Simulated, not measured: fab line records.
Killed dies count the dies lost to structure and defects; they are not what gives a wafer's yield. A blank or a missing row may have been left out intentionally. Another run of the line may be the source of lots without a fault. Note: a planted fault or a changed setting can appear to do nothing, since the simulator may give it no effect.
Matching of chambers -- flow n5 finfet -- rie diel-03 running N5_BEOL_M12_DESCUM_15: 4 sister chambers
The step chemistry O2, time 7.9 s. 20 wafers are shown with their chamber, then 10 later ones without.

## EACH WAFER AND ITS CHAMBER
wafer,chamber,drypump motor current A (A),throttle valve pct (%),showerhead plenum p Torr (Torr)
L074.1,1,6.4,20.64,2.13
L074.2,0,5.8,20.21,2.05
L074.4,3,5.5,20.43,2.13
L077.4,0,5.8,20.23,2.05
L077.5,3,5.5,20.46,2.13
L077.6,1,6.3,20.65,2.13
L076.2,1,6.3,20.66,2.13
L076.3,0,5.8,20.22,2.05
L076.5,2,5.4,20.32,2.15
L081.2,0,5.8,20.23,2.05
L081.5,1,6.3,20.65,2.13
L081.6,2,5.3,20.33,2.14
L082.1,2,5.4,20.32,2.14
L082.3,1,6.3,20.67,2.12
L082.4,0,5.8,20.22,2.05
L083.1,3,5.4,20.46,2.12
L083.2,2,5.3,20.33,2.14
L083.4,1,6.3,20.66,2.12
L088.1,2,5.3,20.37,2.13
L088.5,0,5.8,20.27,2.04

SIGNATURES (averages over the wafers above)
reading,chamber 0,chamber 1,chamber 2,chamber 3,scatter within a chamber
drypump motor current A,5.800,6.317,5.340,5.467,0.0411
throttle valve pct,20.2300,20.6550,20.3340,20.4500,0.0178
showerhead plenum p Torr,2.0483,2.1267,2.1400,2.1267,0.0055
Rule: distance of a wafer from a chamber = root of the sum over the readings of ((wafer's reading minus chamber's mean) / reading's scatter) squared. The wafer belongs to the nearest chamber; if the next one is less than 2 further off, it can't be placed. The scatter is the square root of a quotient: the sum, over the shown wafers, of each reading's squared deviation from its chamber's mean, divided by wafers minus chambers.

## WAFERS WITHOUT THEIR CHAMBER
wafer,drypump motor current A (A),throttle valve pct (%),showerhead plenum p Torr (Torr)
L088.6,5.5,20.50,2.12
L092.1,6.3,20.71,2.12
L092.4,5.3,20.36,2.13
L092.6,5.8,20.27,2.04
L096.4,5.5,20.52,2.11
L096.5,6.3,20.70,2.11
L096.6,5.8,20.29,2.04
L097.1,5.8,20.29,2.03
L097.4,6.3,20.72,2.11
L097.5,6.3,20.72,2.11

## THE CHAMBER EACH PASSED THROUGH
wafer,from the rows above,in truth
L088.6,3,3
L092.1,1,1
L092.4,2,2
L092.6,0,0
L096.4,3,3
L096.5,1,1
L096.6,0,0
L097.1,0,0
L097.4,1,1
L097.5,1,1
10 of 10 placed correctly. Number that these rows cannot place: 0. Placed wrongly: 0.
